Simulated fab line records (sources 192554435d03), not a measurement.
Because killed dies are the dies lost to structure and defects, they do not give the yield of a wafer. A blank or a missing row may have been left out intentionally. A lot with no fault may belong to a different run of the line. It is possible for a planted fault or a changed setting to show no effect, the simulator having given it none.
Which tool is to blame? :: flow n5-finfet :: 11 lots, 32 wafers sampled, at 2 steps of a route of 1938

== WHAT EACH GAUGE READ, for each wafer ==
N5_MIM_TOP_LITHO_INSPECT_12: inspects for defects (macro).
lot: L842
measured: day 12 00:19
on: defect-inspect-01
raw-defect-count: 3 0 1

lot: L841
measured: day 12 00:22
on: defect-inspect-02
raw-defect-count: 3 2

lot: L844
measured: day 12 16:55
on: defect-inspect-01
raw-defect-count: 2 1 2

lot: L845
measured: day 13 11:29
on: defect-inspect-01
raw-defect-count: 1 4 0

lot: L852
measured: day 15 09:07
on: defect-inspect-01
raw-defect-count: 2 2 3

lot: L856
measured: day 16 00:04
on: defect-inspect-01
raw-defect-count: 3 0 1

lot: L858
measured: day 16 01:43
on: defect-inspect-01
raw-defect-count: 5 1 1

lot: L857
measured: day 16 02:32
on: defect-inspect-01
raw-defect-count: 1 3 6

lot: L861
measured: day 16 20:34
on: defect-inspect-01
raw-defect-count: 2 2 0

lot: L860
measured: day 17 00:49
on: defect-inspect-02
raw-defect-count: 0 2 2

lot: L862
measured: day 17 14:34
on: defect-inspect-01
raw-defect-count: 1 3 1

== WHAT TOOL EACH LOT RAN ON (gives the tool, then ch and the chambers of the sampled wafers, and finally the start) ==
lot: L842
N5_MIM_TOP_ALD_01: ald-hk-03 ch 2,3, day 12 00:19 or earlier

lot: L841
N5_MIM_TOP_ALD_01: ald-hk-01 ch 1,2, day 12 00:22 or earlier

lot: L844
N5_MIM_TOP_ALD_01: ald-hk-01 ch 0,2,3, day 12 16:55 or earlier

lot: L845
N5_MIM_TOP_ALD_01: ald-hk-03 ch 2,3, day 13 11:29 or earlier

lot: L852
N5_MIM_TOP_ALD_01: ald-hk-02 ch 1,2, day 15 09:07 or earlier

lot: L856
N5_MIM_TOP_ALD_01: ald-hk-03 ch 0,1, day 16 00:04 or earlier

lot: L858
N5_MIM_TOP_ALD_01: ald-hk-03 ch 1,2,3, day 16 01:43 or earlier

lot: L857
N5_MIM_TOP_ALD_01: ald-hk-02 ch 0,1,3, day 16 02:32 or earlier

lot: L861
N5_MIM_TOP_ALD_01: ald-hk-01 ch 1,2, day 16 20:34 or earlier

lot: L860
N5_MIM_TOP_ALD_01: ald-hk-01 ch 1,2,3, day 17 00:49 or earlier

lot: L862
N5_MIM_TOP_ALD_01: ald-hk-03 ch 1,2,3, day 17 14:34 or earlier
- N5_MIM_TOP_ALD_01: deposits HfO2, target thk 5.6 nm, pulse time 1 s, purge time 3 s.

== THE ANSWER, worked out from the rows above alone ==
Rule: the usual values come from the lots themselves. The widest of any qualifying gaps counts: lots, ordered by their means at a reading, are off when they make up no more than a third of the lots, leave a main group of 4 or more, and stand apart from it by 3 or more times the standard deviation of that group's means. If all means in a main group match to the digits the tables above print for the reading, that group is not used. Also off: a lot with no number at a reading for which 4 or more lots have one. Where the step has rows for the other lots, those lots are counted as sound.
No lot is off on any of the readings shown, so nothing can be concluded from this.

== WHAT THE SIMULATOR HAD INSERTED ==
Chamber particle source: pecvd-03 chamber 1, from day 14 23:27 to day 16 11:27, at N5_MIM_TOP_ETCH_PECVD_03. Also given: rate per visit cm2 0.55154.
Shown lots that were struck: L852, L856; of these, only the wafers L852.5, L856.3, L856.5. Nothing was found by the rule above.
